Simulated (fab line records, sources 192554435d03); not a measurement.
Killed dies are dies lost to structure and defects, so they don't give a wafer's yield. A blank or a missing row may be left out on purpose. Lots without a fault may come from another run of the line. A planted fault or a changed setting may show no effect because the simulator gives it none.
Chamber matching | flow n5_finfet | N5_FIN_SAQP_ETCH_69 on rie_diel-06: 4 sister chambers
The step etches SOC in N2/H2, stops on SiNx, target depth 150 nm. 4 wafers are shown with their chamber, then 8 later ones without.

WAFERS WITH THEIR CHAMBER
wafer  | chamber | showerhead_plenum_p_Torr (Torr)
L075.3 | 0       | 2.55
L082.4 | 1       | 2.47
L089.6 | 2       | 2.47
L090.2 | 3       | 2.63

WAFERS WITHOUT THEIR CHAMBER
wafer  | showerhead_plenum_p_Torr (Torr)
L090.3 | 2.47
L090.5 | 2.46
L095.2 | 2.47
L095.4 | 2.46
L095.6 | 2.63
L096.1 | 2.47
L096.2 | 2.46
L096.4 | 2.63

WHICH CHAMBER EACH WENT THROUGH
wafer  | from the rows above     | in truth
L090.3 | can't be placed: 1 or 2 | 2
L090.5 | can't be placed: 1 or 2 | 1
L095.2 | can't be placed: 1 or 2 | 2
L095.4 | can't be placed: 1 or 2 | 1
L095.6 | 3                       | 3
L096.1 | can't be placed: 1 or 2 | 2
L096.2 | can't be placed: 1 or 2 | 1
L096.4 | 3                       | 3
Placed correctly: 2 of 8. Can't be placed from these rows: 6 (the true chamber is among the candidates in 6). Placed wrongly: 0.
How it was worked out, from the rows above alone: a wafer's distance from a chamber is the root of the sum, over the readings, of the square of ((its reading less the chamber's mean) divided by the reading's scatter). The wafer belongs to the nearest chamber; if the next one is less than 2 further off, it can't be placed. A chamber's mean is the mean of its shown wafers. The scatter: with one shown wafer a chamber, the root of the mean of the squares of how far each hidden wafer lies from its nearest shown one.
